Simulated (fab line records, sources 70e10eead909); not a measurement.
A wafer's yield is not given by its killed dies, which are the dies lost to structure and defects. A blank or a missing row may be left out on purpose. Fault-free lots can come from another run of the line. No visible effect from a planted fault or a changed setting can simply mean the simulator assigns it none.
fab line records	flow nand-harc
[record] lots = 6	wafers = 18	last-day = 35
route steps=1302 shown THIN_TSV@1262 END@1301
lots with no fault: from the same line, run without faults
start-h: start of the lot's first displayed wafer, in hours after the record's first day	wait-h: how many hours have passed since the lot's step before this one	" same as the row above	L1.1+2: several wafers, shown together as one row	- no value, or no start was given	* or withheld: withheld	< > ~ a bound
route shown NAME@n: a module of which the file shows steps, and the number in the route of the first	usual: the fault-free wafers' mean and standard deviation	same: alike in all rows	chamber/n: place in a boat	sites: per-site readings	_std_site: standard deviation of those values	_edge_site: inner sites' mean taken away from outer sites' mean	radius-mm: for every site, how far away it sits from the centre of the wafer	mask NAME#n: copy n	behind: the tool/chamber that last shaped the wafer	hold: the reason the lot was held/the length of the hold in hours/how it ended	device: which transistor (n, p or np) failed to switch	end of line: tests run on the same wafers once the route is complete	a step given without rows: its recipe and nothing more	killed: at the first sort, the dies lost to defects and structure; wafer yield is something else	map: shows each die of a wafer: x if killed, . if not, _ if none is there
set.NAME: the setting the step ran with; set.NAME@STEP: the setting that earlier step ran with	model.NAME: the simulator's own value behind a step, which no gauge read
lots at some steps of the route; a table a step, a row a wafer
services: from which hour (start-h, from the record's first day; less than 0 if before it) a tool's chamber was out of use, for how many hours, and why
[[steps]]
[step NHARC_THIN_TSV_ETCH_44]
[recipe] target-depth-a = 15942	time-s = 797.1	cf4-flow-sccm = 150	o2-flow-sccm = 10	ar-flow-sccm = 0	rf-w = 300	bias-w = 800	chemistry = CF4/O2
[step NHARC_THIN_TSV_ETCH_15]
[recipe] target-depth-a = 30000	bosch-target-overetch-cycles = 2	bosch-etch-step-s = 2.8	bosch-dep-step-s = 1.2	bosch-cycles = 14
[step NHARC_THIN_TSV_CD_MEAS_16]
[usual] cd-nm = 1000.5/1.8
lot.wafer	tool	chamber	start-h	wait-h	cd-nm
L508.2	cd-sem-01	-	605.98	0.1	997.8
L508.3	"	-	"	"	999.2
L508.6	"	-	"	"	1001.0
L506.1	cd-sem-03	-	613.87	0.1	999.2
L506.3	"	-	"	"	1000.6
L506.6	"	-	"	"	1002.6
L509.3	cd-sem-03	-	641.28	0.1	1000.5
L509.4	"	-	"	"	999.6
L509.5	"	-	"	"	997.8
L511.1	cd-sem-03	-	647.97	0.1	1004.0
L511.3	"	-	"	"	1002.8
L511.5	"	-	"	"	1000.3
L520.1	cd-sem-01	-	760.01	0.1	999.0
L520.2	"	-	"	"	999.7
L520.4	"	-	"	"	999.7
L524.1	cd-sem-01	-	810.93	0.1	999.8
L524.5	"	-	"	"	1000.3
L524.6	"	-	"	"	999.1
[step NHARC_THIN_TSV_STRIP_45]
[recipe] power-w = 1500	temp-c = 250	chemistry = O2
[step NHARC_THIN_TSV_STRIP_46]
[recipe] time-s = 1200	temp-c = 72.5	chemistry = post-etch-residue-remover
[step NHARC_THIN_TSV_DEP_47]
[recipe] target-thk-a = 2000	temp-c = withheld	pressure-torr = 6.5	rf-w = 900	teos-flow-sccm = 161.4	flow-sccm = 2650	target-thk-nm = 200	gas = O2	material = SiO2
[step NHARC_THIN_TSV_ETCHBACK_48]
[recipe] target-depth-a = 10285	over-etch-frac = 0.3	time-s = 405.17	ion-energy-ev = 250	c4f8-flow-sccm = withheld	ar-flow-sccm = withheld	rf-w = 600	bias-w = 300	chemistry = C4F8/Ar
[step NHARC_THIN_TSV_STRIP_62]
[recipe] power-w = 1500	temp-c = 250	time-s = 20	chemistry = N2/H2
[step NHARC_THIN_TSV_DEGAS_49]
[recipe] temp-c = 300	time-s = 120
[usual] heater-power-w = 469/51	susceptor-temp-C = 300.01/0.19
lot.wafer	tool	chamber	start-h	wait-h	heater-power-w	susceptor-temp-C
L508.3	pvd-sputter-01	-	608.22	0.1	401	300.28
L508.2	"	-	"	"	456	299.89
L508.6	"	-	"	"	407	300.30
L506.3	pvd-sputter-03	-	615.68	0.1	448	299.92
L506.1	"	-	"	"	503	299.84
L506.6	"	-	"	"	499	299.97
L509.3	pvd-sputter-03	-	643.16	0.1	425	299.88
L509.4	"	-	"	"	446	300.07
L509.5	"	-	"	"	417	300.08
L511.1	pvd-sputter-01	-	649.84	0.1	538	299.72
L511.3	"	-	"	"	472	299.68
L511.5	"	-	"	"	533	300.10
L520.4	pvd-sputter-02	-	761.81	0.1	405	299.99
L520.2	"	-	"	"	551	299.89
L520.1	"	-	"	"	479	299.93
L524.1	pvd-sputter-03	-	812.75	0.1	446	300.19
L524.5	"	-	"	"	511	300.09
L524.6	"	-	"	"	452	300.07
[step NHARC_THIN_TSV_PRE_CLEAN_50]
[recipe] time-s = 30	temp-c = 280	gas = H2/He
[usual] heater-power-w = 409/44	susceptor-temp-C = 280.01/0.19
lot.wafer	tool	chamber	start-h	wait-h	heater-power-w	susceptor-temp-C
L508.2	pvd-sputter-01	-	-	-	415	280.23
L508.3	"	-	"	"	365	279.96
L508.6	"	-	"	"	337	280.14
L506.1	pvd-sputter-03	-	-	-	373	279.87
L506.3	"	-	"	"	440	280.17
L506.6	"	-	"	"	375	279.92
L509.3	pvd-sputter-03	-	-	-	448	279.85
L509.4	"	-	"	"	440	280.19
L509.5	"	-	"	"	392	279.93
L511.1	pvd-sputter-01	-	-	-	401	280.39
L511.3	"	-	"	"	472	279.78
L511.5	"	-	"	"	346	280.22
L520.4	pvd-sputter-02	-	-	-	481	280.20
L520.1	"	-	"	"	433	280.03
L520.2	"	-	"	"	430	280.31
L524.1	pvd-sputter-03	-	-	-	449	-
L524.5	"	-	"	"	418	-
L524.6	"	-	"	"	357	-
[step NHARC_THIN_TSV_PVD_19]
[recipe] target-thk-a = 200	chamber-pressure-pa = 5	material = TaN
[step NHARC_THIN_TSV_PVD_51]
[recipe] target-thk-a = 1000	chamber-pressure-pa = 5	material = Cu
[step NHARC_THIN_TSV_ECD_20]
[recipe] target-thk-a = 20000	material = Cu
lot.wafer	tool	chamber	start-h	wait-h
L508.2+3+6	ecd-cu-02	0,1,1	608.79	-
L506.1+3+6	ecd-cu-01	0,1,0	616.24	-
L509.3+4+5	ecd-cu-02	1,0,0	643.80	-
L511.1+3+5	ecd-cu-02	0,0,1	650.40	-
L520.1+2+4	ecd-cu-01	0,1,1	762.27	-
L524.1+5+6	ecd-cu-02	0,1,0	813.29	-
[step NHARC_THIN_TSV_ANNEAL_52]
[recipe] temp-c = 225	time-s = 90
[usual] wafer_temp_C_max = 226.4/0.31
lot.wafer	tool	chamber	start-h	wait-h	wafer_temp_C_max
L508.2	rtp-anneal-02	0	609.47	0.6	226.8
L508.3	"	0	"	"	226.2
L508.6	"	0	"	"	226.4
L506.1	rtp-anneal-02	0	616.86	0.5	226.6
L506.3	"	0	"	"	226.7
L506.6	"	0	"	"	226.6
L509.3	rtp-anneal-01	0	644.43	0.5	226.0
L509.4	"	0	"	"	226.1
L509.5	"	0	"	"	226.6
L511.1	rtp-anneal-01	0	651.02	0.5	226.0
L511.3	"	0	"	"	226.5
L511.5	"	0	"	"	226.2
L520.1	rtp-anneal-01	0	763.01	0.6	226.3
L520.2	"	0	"	"	226.1
L520.4	"	0	"	"	226.0
L524.1	rtp-anneal-02	0	813.93	0.5	226.4
L524.5	"	0	"	"	226.6
L524.6	"	0	"	"	226.5
[step NHARC_THIN_TSV_CMP_21]
[recipe] t-overpolish-s = 30	target-thk-nm = 2000
[usual] motor-current-A = 12.3/1.1	overpolish-run-s = 30.000/0.0092
lot.wafer	tool	chamber	start-h	wait-h	motor-current-A	overpolish-run-s
L508.2	cmp-01	0	609.76	-	12.8	29.990
L508.3	"	3	"	"	13.6	29.991
L508.6	"	0	"	"	12.7	29.997
L506.3	cmp-02	2	617.24	-	11.8	29.994
L506.1	"	0	"	"	13.6	30.013
L506.6	"	2	"	"	10.9	29.988
L509.3	cmp-02	3	644.73	-	13.5	30.008
L509.4	"	0	"	"	12.9	29.999
L509.5	"	1	"	"	10.8	30.006
L511.1	cmp-03	2	651.40	-	9.9	30.006
L511.3	"	3	"	"	13.0	30.000
L511.5	"	2	"	"	9.9	29.995
L520.2	cmp-02	2	763.35	-	12.1	29.985
L520.4	"	0	"	"	12.8	30.003
L520.1	"	1	"	"	11.4	29.993
L524.1	cmp-01	3	814.35	-	12.8	30.006
L524.5	"	0	"	"	11.9	29.999
L524.6	"	1	"	"	12.3	30.008
[step NHARC_THIN_TSV_SRD_23]
[step NHARC_THIN_TSV_DEGAS_53]
[recipe] temp-c = 300	time-s = 60
[step NHARC_THIN_TSV_PRE_CLEAN_54]
[recipe] time-s = 30	temp-c = 280	gas = H2/He
[step NHARC_THIN_TSV_PVD_55]
[recipe] target-thk-a = 500	material = TiN
[step NHARC_THIN_TSV_PVD_24]
[recipe] target-thk-a = 8000	power-w = withheld	chamber-pressure-pa = withheld	substrate-temp-c = withheld	time-s = withheld	gas = Ar	material = Al
[step NHARC_THIN_TSV_DEHYDRATE_25]
[recipe] temp-c = 150	time-s = 120
[step NHARC_THIN_TSV_HMDS_26]
[recipe] time-s = 30
[step NHARC_THIN_TSV_COAT_27]
[recipe] spin-rpm = *
[step NHARC_THIN_TSV_SOFTBAKE_28]
[recipe] temp-c = 122	time-s = 95
[step NHARC_THIN_TSV_EBR_29]
[step NHARC_THIN_TSV_EXPOSE_30]
[recipe] na = 0.55	dose-mj = 11.47	mask-id = PAD
[step NHARC_THIN_TSV_PEB_31]
[recipe] peb-temp-c = 118	peb-time-s = 85
[step NHARC_THIN_TSV_DEVELOP_32]
[recipe] time-s = 70
[step NHARC_THIN_TSV_CD_MEAS_33]
[recipe] target-cd-nm = 5000	landing-energy-ev = 500
[usual] cd-nm = 4999.9/1.8
lot.wafer	tool	chamber	start-h	wait-h	cd-nm
L508.2	cd-sem-03	0	611.24	-	5004.4
L508.3	"	0	"	"	5003.4
L508.6	"	0	"	"	5000.7
L506.1	cd-sem-03	0	618.81	-	5003.2
L506.3	"	0	"	"	5001.1
L506.6	"	0	"	"	4998.5
L509.3	cd-sem-03	0	646.28	-	5000.7
L509.4	"	0	"	"	5000.1
L509.5	"	0	"	"	5002.0
L511.1	cd-sem-01	0	652.97	-	4998.5
L511.3	"	0	"	"	4999.4
L511.5	"	0	"	"	5001.0
L520.1	cd-sem-03	0	764.95	-	4997.8
L520.2	"	0	"	"	5000.1
L520.4	"	0	"	"	4999.6
L524.1	cd-sem-01	0	815.75	-	5000.6
L524.5	"	0	"	"	5001.0
L524.6	"	0	"	"	4999.7
[step NHARC_THIN_TSV_HARDBAKE_34]
[recipe] temp-c = 125	time-s = 80
[step NHARC_THIN_TSV_DESCUM_35]
[recipe] time-s = 3	o2-flow-sccm = 200	ar-flow-sccm = 0	bias-power-w = 0	chemistry = O2
[step NHARC_THIN_TSV_ETCH_59]
[recipe] target-depth-a = 8800	icp-w = 900	bias-w = 100	Cl2_flow_sccm = 60	bcl3-flow-sccm = 30	time-s = 138.1	chemistry = Cl2/BCl3
[step NHARC_THIN_TSV_ETCH_36]
[recipe] target-depth-a = 650	over-etch-frac = 0.3	time-s = 18.571	ion-energy-ev = 150	chemistry = Cl2/BCl3
[step NHARC_THIN_TSV_STRIP_56]
[recipe] power-w = 1500	temp-c = 250	chemistry = O2
[usual] drypump-motor-current-A = 5.3/0.52	heater-power-w = 340/13
lot.wafer	tool	chamber	start-h	wait-h	drypump-motor-current-A	heater-power-w	rf-hours-counter-h
L508.2	plasma-asher-02	0	612.17	0.1	4.8	339	0
L508.3	"	1	"	"	5.2	333	-
L508.6	"	1	"	"	5.2	336	-
L506.1	plasma-asher-01	1	619.71	0.1	6.2	366	20
L506.3	"	0	"	"	5.7	323	-
L506.6	"	1	"	"	6.2	366	-
L509.4	plasma-asher-02	1	647.27	0.2	5.2	327	-
L509.3	"	0	"	"	4.8	343	-
L509.5	"	0	"	"	4.8	339	-
L511.1	plasma-asher-01	1	653.67	0.1	6.1	370	25
L511.3	"	0	"	"	5.7	331	-
L511.5	"	1	"	"	6.2	346	-
L520.2	plasma-asher-02	1	765.60	0.1	5.2	341	33
L520.1	"	0	"	"	4.8	343	33
L520.4	"	0	"	"	4.8	346	-
L524.1	plasma-asher-01	0	816.44	0.1	5.7	344	21
L524.6	"	0	"	"	5.7	352	-
L524.5	"	1	"	"	6.2	360	-
[step NHARC_THIN_TSV_STRIP_57]
[recipe] time-s = 1200	temp-c = 72.5	chemistry = post-etch-residue-remover
[step NHARC_THIN_TSV_CD_MEAS_37]
[usual] cd-nm = 5000.6/2.4
lot.wafer	tool	chamber	start-h	wait-h	cd-nm
L508.2	cd-sem-03	-	612.97	-	5003.1
L508.3	"	-	"	"	5003.0
L508.6	"	-	"	"	5003.1
L506.1	cd-sem-03	-	620.46	-	5002.4
L506.3	"	-	"	"	5000.7
L506.6	"	-	"	"	5001.6
L509.3	cd-sem-01	-	647.97	-	5001.0
L509.4	"	-	"	"	5001.0
L509.5	"	-	"	"	5000.0
L511.1	cd-sem-01	-	654.41	-	5002.4
L511.3	"	-	"	"	5003.3
L511.5	"	-	"	"	5001.0
L520.1	cd-sem-03	-	766.39	-	4996.5
L520.2	"	-	"	"	5000.7
L520.4	"	-	"	"	5000.0
L524.1	cd-sem-02	-	817.23	-	5001.9
L524.5	"	-	"	"	5002.7
L524.6	"	-	"	"	4998.2
[step NHARC_THIN_TSV_ANNEAL_58]
[recipe] temp-c = 400	time-s = 1800
[step NHARC_END_WLT_00]
[usual] VT_DECK1_BOTTOM = 0.875/0.0074	VT_DECK1_BOTTOM_INNER = 0.874/0.0074	VT_DECK1_MEDIAN_NEAR_BOTTOM = 0.876/0.0076	VT_DECK1_MEDIAN_NEAR_BOTTOM_INNER = 0.875/0.0071	VT_DECK1_MIDDLE = 0.888/0.0067	VT_DECK1_MIDDLE_INNER = 0.888/0.0071	VT_DECK1_TOP = 0.900/0.0074	VT_DECK1_TOP_INNER = 0.900/0.0072	VT_DECK2_BOTTOM = 0.869/0.0073	VT_DECK2_BOTTOM_INNER = 0.869/0.0073	VT_DECK2_MEDIAN_NEAR_BOTTOM = 0.870/0.007	VT_DECK2_MEDIAN_NEAR_BOTTOM_INNER = 0.870/0.0073	VT_DECK2_MIDDLE = 0.883/0.0065	VT_DECK2_MIDDLE_INNER = 0.882/0.0076	VT_DECK2_TOP = 0.894/0.0077	VT_DECK2_TOP_INNER = 0.895/0.0073
lot.wafer	tool	chamber	start-h	wait-h	VT_DECK1_BOTTOM	VT_DECK1_BOTTOM_INNER	VT_DECK1_MEDIAN_NEAR_BOTTOM	VT_DECK1_MEDIAN_NEAR_BOTTOM_INNER	VT_DECK1_MIDDLE	VT_DECK1_MIDDLE_INNER	VT_DECK1_TOP	VT_DECK1_TOP_INNER	VT_DECK2_BOTTOM	VT_DECK2_BOTTOM_INNER	VT_DECK2_MEDIAN_NEAR_BOTTOM	VT_DECK2_MEDIAN_NEAR_BOTTOM_INNER	VT_DECK2_MIDDLE	VT_DECK2_MIDDLE_INNER	VT_DECK2_TOP	VT_DECK2_TOP_INNER
L508.2	prober-02	-	618.13	0.6	0.888	0.877	0.887	0.878	0.900	0.901	0.916	0.909	0.877	0.879	0.876	0.881	0.886	0.886	0.900	0.901
L508.3	"	-	"	"	0.875	0.887	0.878	0.874	0.895	0.896	0.910	0.910	0.875	0.867	0.872	0.880	0.882	0.882	0.894	0.896
L508.6	"	-	620.15	2.6	0.883	0.886	0.885	0.891	0.895	0.899	0.910	0.908	0.874	0.867	0.870	0.873	0.885	0.889	0.904	0.893
L506.1	prober-01	-	626.70	2.8	0.877	0.872	0.879	0.878	0.897	0.894	0.906	0.900	0.853	0.858	0.864	0.860	0.879	0.876	0.895	0.885
L506.3	"	-	627.71	3.9	0.869	0.869	0.872	0.872	0.883	0.881	0.898	0.896	0.868	0.867	0.863	0.870	0.871	0.878	0.890	0.894
L506.6	"	-	629.23	5.4	0.874	0.877	0.878	0.867	0.887	0.887	0.893	0.902	0.862	0.866	0.862	0.867	0.882	0.887	0.884	0.890
L509.3	prober-02	-	651.91	1.1	0.867	0.871	0.875	0.871	0.883	0.877	0.904	0.897	0.863	0.872	0.867	0.868	0.886	0.883	0.892	0.894
L509.4	"	-	"	"	0.860	0.870	0.864	0.864	0.885	0.876	0.889	0.891	0.881	0.890	0.884	0.884	0.891	0.899	0.893	0.891
L509.5	"	-	"	"	0.865	0.875	0.880	0.874	0.876	0.874	0.891	0.882	0.869	0.872	0.862	0.872	0.881	0.880	0.898	0.896
L511.1	prober-02	-	658.68	1.1	0.885	0.879	0.878	0.885	0.893	0.885	0.910	0.915	0.879	0.872	0.872	0.864	0.888	0.898	0.902	0.899
L511.3	"	-	"	"	0.887	0.882	0.888	0.887	0.895	0.896	0.907	0.911	0.864	0.869	0.864	0.864	0.882	0.886	0.897	0.895
L511.5	"	-	"	"	0.887	0.878	0.884	0.881	0.893	0.894	0.913	0.908	0.873	0.877	0.869	0.868	0.893	0.899	0.899	0.894
L520.1	prober-02	-	770.96	0.1	0.870	0.872	0.868	0.872	0.872	0.878	0.889	0.902	0.879	0.873	0.873	0.868	0.888	0.874	0.900	0.888
L520.2	"	-	"	"	0.861	0.877	0.871	0.876	0.890	0.885	0.894	0.901	0.874	0.865	0.868	0.872	0.881	0.881	0.889	0.895
L520.4	"	-	"	"	0.873	0.878	0.871	0.875	0.884	0.891	0.884	0.910	0.863	0.869	0.876	0.880	0.883	0.879	0.893	0.896
L524.1	prober-02	-	821.06	0.1	0.868	0.872	0.876	0.868	0.883	0.882	0.897	0.888	0.868	0.870	0.871	0.868	0.881	0.887	0.890	0.893
L524.5	"	-	823.05	2.0	0.878	0.878	0.872	0.872	0.893	0.892	0.900	0.902	0.864	0.863	0.866	0.857	0.874	0.879	0.888	0.894
L524.6	"	-	"	"	0.865	0.863	0.869	0.876	0.880	0.888	0.902	0.898	0.879	0.873	0.875	0.879	0.890	0.880	0.892	0.891
[step NHARC_END_SORT_01]
[recipe] temp-c = 25
[usual] defect-limited-yield = 90/3.4	killed-at-array = 62/22	killed-at-other = 1.0/1.4	killed-at-periphery = 4.2/2.8	killed-dies = 67/23	killed-open = 3.1/1.7	killed-short = 2.1/1.5
[same] gross-dies = 677
lot.wafer	tool	chamber	start-h	wait-h	defect-limited-yield[%]	killed-at-array	killed-at-other	killed-at-periphery	killed-dies	killed-open	killed-short
L506.1	prober-01	0	629.74	2.5	86	94	0	2	96	2	2
L506.3	prober-01	0	631.34	3.1	84	103	0	4	107	4	0
L506.6	prober-01	0	633.74	4.0	87	86	1	2	89	3	2
L509.3	prober-02	0	655.49	3.1	16	51	520	1	572	2	1
L509.4	prober-02	0	656.29	3.4	12	46	546	1	593	1	1
L509.5	prober-02	0	657.08	3.7	16	41	523	3	567	0	3
L511.1	prober-02	0	661.64	2.5	17	30	531	2	563	1	1
L511.3	prober-02	0	663.25	3.1	16	31	535	2	568	1	3
L511.5	prober-02	0	664.85	3.7	16	39	531	1	571	2	0
L520.1	prober-02	0	773.93	2.5	92	52	1	3	56	4	4
L520.2	prober-02	0	774.72	2.8	91	47	5	6	58	5	4
L520.4	prober-02	0	776.30	3.4	89	65	3	5	73	4	2
// killed by level:class
L506.1 A_SLIT:chamber-film-flake=32 A_CHANNEL_HOLE_D1:chamber-film-flake=28 A_CHANNEL_HOLE_D2:chamber-film-flake=26 A_CONTACT:chamber-film-flake=3 A_CHANNEL_FILL_D2:geometric-particle:open=2 P_M1:chamber-film-flake=2 A_CHANNEL_FILL_D1:geometric-particle:short=1 A_BLC:geometric-particle:short=1
L506.3 A_CHANNEL_HOLE_D2:chamber-film-flake=33 A_CHANNEL_HOLE_D1:chamber-film-flake=31 A_SLIT:chamber-film-flake=26 A_CONTACT:chamber-film-flake=6 P_M1:chamber-film-flake=4 A_CHANNEL_FILL_D1:geometric-particle:open=2 A_DECK1_JOINT:chamber-film-flake=2 A_ONON_D1:geometric-particle:open=1
L506.6 A_SLIT:chamber-film-flake=31 A_CHANNEL_HOLE_D2:chamber-film-flake=24 A_CHANNEL_HOLE_D1:chamber-film-flake=19 A_WL_FILL:geometric-particle:short=2 A_DECK1_JOINT:chamber-film-flake=2 A_CONTACT:chamber-film-flake=2 A_CHANNEL_FILL_D2:chamber-film-flake=1 A_ONON_D1:geometric-particle:open=1
L509.3 THIN_TSV:unspecified=520 A_CHANNEL_HOLE_D1:chamber-film-flake=20 A_SLIT:chamber-film-flake=18 A_CHANNEL_HOLE_D2:chamber-film-flake=6 A_CHANNEL_FILL_D2:chamber-film-flake=2 A_CONTACT:chamber-film-flake=2 P_M0:geometric-particle:open=1 A_CHANNEL_HOLE_D2:geometric-particle:short=1
L509.4 THIN_TSV:unspecified=546 A_SLIT:chamber-film-flake=18 A_CHANNEL_HOLE_D1:chamber-film-flake=15 A_CHANNEL_HOLE_D2:chamber-film-flake=7 A_CONTACT:chamber-film-flake=2 A_CHANNEL_FILL_D2:geometric-particle:short=1 A_WL_FILL:geometric-particle:open=1 P_ZERO_WELL:chamber-film-flake=1
L509.5 THIN_TSV:unspecified=521 A_SLIT:chamber-film-flake=17 A_CHANNEL_HOLE_D1:chamber-film-flake=14 A_CHANNEL_HOLE_D2:chamber-film-flake=6 P_ZERO_WELL:chamber-film-flake=2 A_CONTACT:chamber-film-flake=2 THIN_TSV:chamber-film-flake=2 P_STI:geometric-particle:short=1
L511.1 THIN_TSV:unspecified=531 A_CHANNEL_HOLE_D1:chamber-film-flake=14 A_CHANNEL_HOLE_D2:chamber-film-flake=11 A_DECK1_JOINT:chamber-film-flake=2 P_CONTACT:geometric-particle:open=1 A_WL_FILL:geometric-particle:short=1 P_STI:chamber-film-flake=1 A_SLIT:chamber-film-flake=1
L511.3 THIN_TSV:unspecified=535 A_CHANNEL_HOLE_D1:chamber-film-flake=14 A_CHANNEL_HOLE_D2:chamber-film-flake=9 A_CONTACT:chamber-film-flake=2 A_DECK1_JOINT:geometric-particle:short=1 A_ONON_D2:geometric-particle:short=1 A_CHANNEL_HOLE_D2:geometric-particle:open=1 A_M0:geometric-particle:short=1
L511.5 THIN_TSV:unspecified=529 A_CHANNEL_HOLE_D1:chamber-film-flake=21 A_CHANNEL_HOLE_D2:chamber-film-flake=9 A_STAIRCASE:chamber-film-flake=3 A_CONTACT:chamber-film-flake=2 THIN_TSV:chamber-film-flake=2 A_M0:geometric-particle:open=1 A_M1:geometric-particle:open=1
L520.1 A_CHANNEL_HOLE_D2:chamber-film-flake=19 A_CHANNEL_HOLE_D1:chamber-film-flake=12 A_SLIT:chamber-film-flake=8 A_ZERO_WELL:chamber-film-flake=2 A_CHANNEL_FILL_D1:chamber-film-flake=2 A_DECK1_JOINT:chamber-film-flake=2 P_CONTACT:geometric-particle:open=1 P_CONTACT:geometric-particle:short=1
L520.2 A_CHANNEL_HOLE_D2:chamber-film-flake=15 A_CHANNEL_HOLE_D1:chamber-film-flake=11 THIN_TSV:chamber-film-flake=5 A_ZERO_WELL:chamber-film-flake=4 A_STAIRCASE:chamber-film-flake=3 A_SLIT:chamber-film-flake=3 P_STI:chamber-film-flake=2 A_CHANNEL_FILL_D1:chamber-film-flake=2
L520.4 A_CHANNEL_HOLE_D2:chamber-film-flake=28 A_CHANNEL_HOLE_D1:chamber-film-flake=15 A_SLIT:chamber-film-flake=7 A_ZERO_WELL:chamber-film-flake=3 A_STAIRCASE:chamber-film-flake=3 A_M0:geometric-particle:open=2 P_GATE:chamber-film-flake=2 A_DECK1_JOINT:chamber-film-flake=2
// map L509.4 (x killed, . not)
____________x____________
_________.xxx.xx_________
_______xxxxxxxxxxx_______
______xx.xxxx.x.xxx______
_____xxxxxxxxxxxx.xx_____
____xxxx.xxxx.xxxxxxx____
____xxxxxxxxxx.xxxx.x____
___.xxxxx.xxxxx.xxxxxx___
___.xxxxxxxx.xxxxx.xx.___
__xxxxxxxxx.xxxxxx.xxx.__
__xxxxxxxxxx...xxxxxxxx__
_..xxxxxxxxx.x.xxxxxx.xx_
_x.xxxxxxx.xxx.xxxx.xxxx_
_.xxxxxxx.xxxxxx.xxxxxxx_
_xxxxxxxxxxxxxxxx.xxxxx._
_xx.xxxxxxxxxxxxxxxxxxxx_
xxx.xxxxxxxxxxxxx.xxxxxxx
xxxxx..xxxxxxxxxxx.xxxx.x
x...xxxxxxxxxxxxxxxxxxxxx
xxxxxxxxxxxxxxxxxxxxxxxxx
xxxxxxxxxxxxxxxxxxxxx.xx.
_xx.x.xxxxxxxxx.xxxxxx.x_
_xx..x.xxxxxxxx.xxxxxxx._
_xxxxxx.xxx.xxxxxx.xxxxx_
_x..xxxxxxxxxx.xxxxxx.x._
_xxxxx.xxxxxxxxx.xx.xxxx_
__xxxxxxxx.xxxxx.xxxxxx__
__xx.xxxxxxxx.x.xxxxxxx__
___xxxxxxxxxxx.xxxxxxx___
___xxxxxxxxxxxxx.xxxxx___
____xxxxx.xx.xxxxxxxx____
____xxxxxxxxxxxxx.xxx____
_____xxxxxxx.xxx.xxx_____
______xxxxxxxxxx..x______
_______xxxxxxxxxx._______
_________xxxxxxx_________
____________x____________
// map L511.5 (x killed, . not)
____________x____________
_________xxxxxxx_________
_______xxx.xx.xxxx_______
______xx.xx.xxx.xxx______
_____xxx.xxxx.xxxxxx_____
____xx.xx.xxxx.xxxxx.____
____xxxxxxxxxx.xxxx.x____
___xxxxxx.xxxxxxxx.xxx___
___xxxxxxxxx.xxxxxxxxx___
__xx.xxxx..xx.x.xxxxxxx__
__xxx.xxx.xxxx...xxxxxx__
_xxxxxxxxxxxxx.xxx.xxxxx_
_x.xxxxxxxxxxxxx.x.xxxxx_
_xxx.x.xxxxxx.xxxxxxxxxx_
_xxxxxxxxxxxxxxx.x.xxxxx_
_.xxx.x.x.xxxxxxx.xxxxxx_
xxxx.xx.xxxxxx.xxxxxxx.xx
xxxxxxxxxxxxxxxxxxxxxxxxx
xxxxxx.xx.xxxxxxxxxxxx.xx
xxxxxxxxxxxx.xxxxxxxx..xx
xxxx.xxxxxxxxxxx.x.xxxxx.
_xxxx.xxxxxx.xxxxxxxxxxx_
_xx..xx.x..x.xxxxx..xxx._
_x.xxxxxxxxxxxxxxxx.xxx._
_.xxxxxxxxxx..xxxx.xxx.._
_x.xxxxxxx..xxxx..xxxxx._
__xxxxxxxxx..xxxxxxxxxx__
__x.xxxxxx.xxxxxxxxxx..__
___.xxxx..xxxxxxx..xxx___
___x.xxxxxxxxxxxxx.xxx___
____x..xxx..xxx.xxxxx____
____xxxxxxxxxxxxxxxxx____
_____xx.xxx.xxxxxxxx_____
______x.xxxxxxx.xxx______
_______x.xxx.xxxxx_______
_________.xxxxxx_________
____________x____________
[[services]]
tool	chamber	start-h	hours	kind
ecd-cu-02	-	596.58	8.0	pm
plasma-asher-02	-	603.08	9.0	pm
ecd-cu-01	-	605.79	2.2	repair
plasma-asher-01	-	605.83	0.4	repair
cmp-02	-	619.36	2.4	repair
cmp-02	-	624.65	4.0	pm
cmp-02	-	637.93	1.8	repair
pvd-sputter-02	-	638.05	10.0	pm
cmp-02	-	654.76	2.7	repair
pvd-sputter-03	-	664.59	1.8	repair
cmp-01	-	675.52	4.0	pm
plasma-asher-02	-	691.04	3.2	repair
plasma-asher-01	-	696.79	9.0	pm
pvd-sputter-03	-	704.07	10.0	pm
cmp-02	-	722.65	4.0	pm
rtp-anneal-02	-	744.00	12.0	pm
plasma-asher-01	-	754.64	11.4	repair
pvd-sputter-01	-	760.06	10.0	pm
cmp-02	-	769.74	3.6	repair
ecd-cu-02	-	772.58	8.0	pm
cmp-02	-	777.23	0.7	repair
plasma-asher-02	-	780.08	9.0	pm
cmp-02	-	781.50	0.8	repair
ecd-cu-02	-	806.24	0.3	repair
[[key]]
[first-sign] step = NHARC_END_SORT_01	reading = killed-at-other	direction = up	sigmas = 99+	usual = 1.0	struck = 531
[effect] step = NHARC_END_SORT_01	reading = defect-limited-yield	direction = down	sigmas = 22	usual = 90	struck = 15
[more-kills-born-at] NHARC_THIN_TSV_ECD_20@ecd-cu-02 = 3182
met-at NHARC_THIN_TSV_ECD_20
struck-wafers L509.3,L509.4,L509.5,L511.1,L511.3,L511.5
onset-between 608.79 643.80
[fault] kind = chamber-particle-source	tool = ecd-cu-02	chamber = -	onset-h = 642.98	steps = NHARC_THIN_TSV_ECD_20	rate-per-visit-cm2 = 1.9522	end-h = 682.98
